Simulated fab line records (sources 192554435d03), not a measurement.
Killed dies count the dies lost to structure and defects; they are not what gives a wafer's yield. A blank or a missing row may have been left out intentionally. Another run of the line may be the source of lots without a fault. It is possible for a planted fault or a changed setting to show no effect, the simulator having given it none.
Matching of chambers | flow n5_finfet | 3 sister chambers for N5_FIN_SAQP_HM_DEP_03 on pecvd-04
The step deposits SiNx from SiH4/NH3/N2, target thk 38 nm, time 33.6 s. 3 wafers are shown with their chamber, then 7 later ones without.

## WAFERS, EACH WITH ITS CHAMBER
wafer  | chamber | showerhead_plenum_p_Torr (Torr)
L082.5 | 1       | 5.08
L084.1 | 0       | 5.22
L084.3 | 2       | 5.13

## WAFERS MISSING THEIR CHAMBER
wafer  | showerhead_plenum_p_Torr (Torr)
L084.6 | 5.15
L085.1 | 5.14
L085.3 | 5.09
L085.6 | 5.20
L096.2 | 5.13
L096.4 | 5.20
L096.6 | 5.08

## WHICH CHAMBER EACH ONE RAN IN
wafer  | from the rows above | in truth
L084.6 | 2                   | 2
L085.1 | 2                   | 2
L085.3 | 1                   | 1
L085.6 | 0                   | 0
L096.2 | 2                   | 2
L096.4 | 0                   | 0
L096.6 | 1                   | 1
7 of 7 placed correctly. Number that these rows cannot place: 0. Placed wrongly: 0.
How it was worked out, from the rows above alone: a wafer's distance from a chamber is the root of the sum, over the readings, of the square of ((its reading less the chamber's mean) divided by the reading's scatter). If the next closest chamber is less than 2 further off than the closest, the wafer can't be placed; otherwise it belongs to the closest. A chamber's mean is the mean of its shown wafers. The scatter: with one shown wafer a chamber, the root of the mean of the squares of how far each hidden wafer lies from its nearest shown one.
